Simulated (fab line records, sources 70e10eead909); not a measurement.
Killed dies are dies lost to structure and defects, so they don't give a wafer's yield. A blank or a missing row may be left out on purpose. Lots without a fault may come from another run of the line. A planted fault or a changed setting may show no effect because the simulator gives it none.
A struck lot beside a sound one | flow nand_harc | 13 steps out of a route of 1159
Sound: wafers L319.3, L319.5, L319.6. Struck: wafers L324.2, L324.3. The cause comes at the end.
At each step with rows: each side's tool, then ch and its chambers, then its first start. Under that, the readings that differ: sound wafers | struck wafers | difference of the means | sigmas: that difference in standard deviations of wafers without a fault.
alike: readings whose means differ by less than 2 such deviations, and words and numbers that are the same on both sides. not compared: withheld readings, readings that some wafer has no value for, bounds like >300 that may hide the same value, and numbers for which the record gives no deviation and whose values overlap.
The two part at a step that has a row with sigmas, a row that says differs or no value, or rows on one side only. Numbers that don't overlap but have no deviation are shown without sigmas and don't part them. A reading that every wafer of one side lacks parts them only if that side has two wafers or more.

NHARC_A_SLIT_CD_MEAS_21:
  sound on cd_sem-01, day 15 04:31; struck on cd_sem-02, day 16 12:28
  alike: cd_nm
then, 3 steps without rows for these wafers: NHARC_A_SIN_REMOVE_WET_00 (chemistry H3PO4, time 15300 s); NHARC_A_SIN_REMOVE_PRECLEAN_01 (cleans in SC1); NHARC_A_SIN_REMOVE_SRD_02.
NHARC_A_SIN_REMOVE_INSPECT_04:
  sound on defect_inspect-01, day 15 11:54; struck on defect_inspect-02, day 16 20:13
  alike: raw_defect_count
NHARC_A_WL_FILL_ALD_00: deposits Al2O3, target thk 3 nm, pulse time 3 s, ald cycles 30.
  sound on ald_hk-04 ch 0,1, day 15 12:16; struck on ald_hk-04 ch 1,2, day 16 20:18
  alike: heater_power_w, precursor_pulse_height_rel
then, 1 step without rows for these wafers: NHARC_A_WL_FILL_RTA_01 (time 5 s).
NHARC_A_WL_FILL_ALD_02: deposits TiN, target thk 2 nm, pulse time 3 s, ald cycles 100.
  sound on ald_metal-01 ch 0,1,2, day 15 12:50; struck on ald_metal-02 ch 2,3, day 16 20:46
  alike: heater_power_w, precursor_pulse_height_rel
NHARC_A_WL_FILL_CVD_03: deposits W, target thk 40 nm, time 3302 s.
  sound on cvd_w-01 ch 0,1, day 15 14:05; struck on cvd_w-01 ch 0, day 17 03:02
  alike: chamber_pressure_Torr, heater_power_w, mfc_h2_sccm, mfc_wf6_sccm, throttle_valve_pct
NHARC_A_WL_FILL_ETCHBACK_04: etches the open film in NF3, target depth 60 nm, time 120 s.
  sound on rie_metal-03 ch 0,1, day 15 16:31; struck on rie_metal-03 ch 0,1, day 17 05:54
  alike: drypump_motor_current_A, oes_product_au
  not compared: rf_hours_counter_h
NHARC_A_WL_FILL_ETCHBACK_05: etches the open film in Cl2/BCl3, target depth 22 nm, time 60 s.
  sound on rie_metal-03 ch 0,1, day 15 16:43; struck on rie_metal-03 ch 0, day 17 06:07
  reading               | sound             | struck      | difference | sigmas
  oes_product_au (a.u.) | 1.006 1.004 1.035 | 1.255 1.255 | +0.240     | +18
  alike: drypump_motor_current_A
  not compared: rf_hours_counter_h
NHARC_A_WL_FILL_STRIP_27: strips in N2/H2, time 20 s.
  sound on plasma_asher-01 ch 0,1, day 15 16:53; struck on plasma_asher-01 ch 1, day 17 06:14
  alike: drypump_motor_current_A, heater_power_w
  not compared: rf_hours_counter_h
NHARC_END_SORT_01:
  the record has rows for the sound wafers here (prober-02 ch 0, day 19 21:43) and none for the struck ones

WHERE THEY PART
First at NHARC_A_WL_FILL_ETCHBACK_05; last, within this record, at NHARC_END_SORT_01.

WHY: what the simulator had put in
Process parameter drift: rie_metal-03, from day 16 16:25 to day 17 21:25, at NHARC_A_WL_FILL_ETCHBACK_05. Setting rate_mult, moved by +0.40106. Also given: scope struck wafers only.
